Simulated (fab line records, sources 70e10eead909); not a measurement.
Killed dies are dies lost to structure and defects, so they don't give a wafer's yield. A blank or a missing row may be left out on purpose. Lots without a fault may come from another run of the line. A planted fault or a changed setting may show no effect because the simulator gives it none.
A struck lot beside a sound one | flow nand_harc | 17 steps out of a route of 1159
Sound: wafers L782.2, L782.3, L782.5. Struck: wafer L789.2. (L789.4, L789.6 of the same lot were not struck and are left out.) The cause comes at the end.
At each step with rows: each side's tool, then ch and its chambers, then its first start. Under that, the readings that differ: sound wafers | struck wafers | difference of the means | sigmas: that difference in standard deviations of wafers without a fault.
alike: readings whose means differ by less than 2 such deviations, and words and numbers that are the same on both sides. not compared: withheld readings, readings that some wafer has no value for, bounds like >300 that may hide the same value, and numbers for which the record gives no deviation and whose values overlap.
The two part at a step that has a row with sigmas, a row that says differs or no value, or rows on one side only. Numbers that don't overlap but have no deviation are shown without sigmas and don't part them. A reading that every wafer of one side lacks parts them only if that side has two wafers or more.

NHARC_P_M0_OVL_MEAS_10: pitch 180 nm.
  sound on overlay-02, day 6 12:00; struck on overlay-02, day 8 00:54
  reading           | sound          | struck | difference | sigmas
  overlay_x_nm (nm) | -0.4 -1.0 -0.6 | 1.1    | +1.8       | +2
  alike: overlay_y_nm
NHARC_P_M0_INSPECT_11:
  sound on defect_inspect-02, day 6 12:02; struck on defect_inspect-02, day 8 00:56
  alike: raw_defect_count
NHARC_P_M0_DESCUM_14: chemistry O2, time 3 s.
  sound on rie_diel-02 ch 0,1,2, day 6 12:07; struck on rie_diel-10 ch 3, day 8 00:59
  reading                         | sound          | struck | difference | sigmas
  showerhead_plenum_p_Torr (Torr) | 2.05 1.87 2.06 | 1.84   | -0.15      | -2
  alike: drypump_motor_current_A, oes_product_au, rf_vpp_V, throttle_valve_pct
  not compared: rf_hours_counter_h
NHARC_P_M0_ETCH_34: etches the open film in N2/H2, target depth 40 nm, overetch 12 nm, time 43.94 s.
  sound on rie_diel-02 ch 2,3, day 6 12:11; struck on rie_diel-10 ch 0, day 8 01:07
  alike: drypump_motor_current_A, oes_product_au, rf_vpp_V, showerhead_plenum_p_Torr, throttle_valve_pct
  not compared: rf_hours_counter_h
then, 1 step without rows for these wafers: NHARC_P_M0_ETCH_15 (etches the open film in C4F8/Ar, target depth 150 nm, overetch 15 nm, time 82.5 s).
NHARC_P_M0_CD_MEAS_16:
  sound on cd_sem-02, day 6 12:25; struck on cd_sem-03, day 8 01:20
  reading    | sound          | struck | difference | sigmas
  cd_nm (nm) | 89.4 88.6 90.1 | 91.2   | +1.8       | +2
NHARC_P_M0_STRIP_18: strips in N2/H2.
  sound on rie_diel-05 ch 0,2,3, day 6 12:32; struck on rie_diel-10 ch 2, day 8 01:29
  reading                     | sound       | struck | difference | sigmas
  drypump_motor_current_A (A) | 5.1 5.1 5.1 | 6.4    | +1.3       | +3
  alike: oes_product_au, power_w, rf_vpp_V, showerhead_plenum_p_Torr, throttle_valve_pct
  not compared: rf_hours_counter_h
then, 2 steps without rows for these wafers: NHARC_P_M0_STRIP_19 (strips in post etch residue remover, time 600 s); NHARC_P_M0_DEGAS_28 (time 60 s).
NHARC_P_M0_PRE_CLEAN_29: time 30 s.
  sound on pvd_sputter-02; struck on pvd_sputter-01
  alike: heater_power_w
NHARC_P_M0_PVD_20: deposits TaN, target thk 5 nm, time 8.06 s.
  sound on pvd_sputter-02; struck on pvd_sputter-01
  alike: throttle_valve_pct
then, 1 step without rows for these wafers: NHARC_P_M0_PVD_21 (deposits Cu, target thk 30 nm, time 20.49 s).
NHARC_P_M0_ECD_22: material Cu, target thk 400 nm.
  sound on ecd_cu-02 ch 0,1, day 6 13:26; struck on ecd_cu-02 ch 1, day 8 02:22
  reading         | sound             | struck | difference | sigmas
  bath_temp_c (C) | 25.00 25.19 25.16 | 24.72  | -0.40      | -3
then, 1 step without rows for these wafers: NHARC_P_M0_ANNEAL_30 (time 90 s).
NHARC_P_M0_CMP_23: polishes, t overpolish 20 s, target thk 117.53 nm.
  sound on cmp-03 ch 0,2,3, day 6 14:08; struck on cmp-04 ch 3, day 8 03:07
  reading                | sound          | struck | difference | sigmas
  time_to_endpoint_s (s) | 30.4 32.6 28.0 | 42.3   | +12.0      | +5
  alike: edge_zone_pressure_frac, motor_current_A
NHARC_P_M0_THK_MEAS_24: measures by xrf.
  sound on film_metro-01, day 6 14:25; struck on film_metro-01, day 8 03:24
  alike: thk_nm
-- the record jumps here: 16 days lie between the struck wafers' starts before and after (it left off in module P_M0 and takes up again in module END, whose first step shown is number 1159 of the route) --
NHARC_END_SORT_01:
  sound on prober-02 ch 0, day 21 12:52; struck on prober-02 ch 0, day 24 13:25
  reading                  | sound          | struck | difference | sigmas
  defect_limited_yield (%) | 97.0 98.1 96.3 | 93.8   | -3.3       | -2
  killed_dies              | 20 13 25       | 42     | +23        | +2
  sort_bin_4_pct (%)       | 1.9 1.0 2.4    | 4.3    | +2.5       | +2
  sort_n_pass              | 657 664 652    | 635    | -23        | -2
  sort_yield_pct (%)       | 97.0 98.1 96.3 | 93.8   | -3.3       | -2
  alike: killed_at_array, killed_at_other, killed_at_periphery, killed_open, killed_short, sort_bin_2_pct, sort_bin_3_pct, sort_rim_yield_pct

WHERE THEY PART
First at NHARC_P_M0_OVL_MEAS_10; last, within this record, at NHARC_END_SORT_01.

WHY: what the simulator had put in
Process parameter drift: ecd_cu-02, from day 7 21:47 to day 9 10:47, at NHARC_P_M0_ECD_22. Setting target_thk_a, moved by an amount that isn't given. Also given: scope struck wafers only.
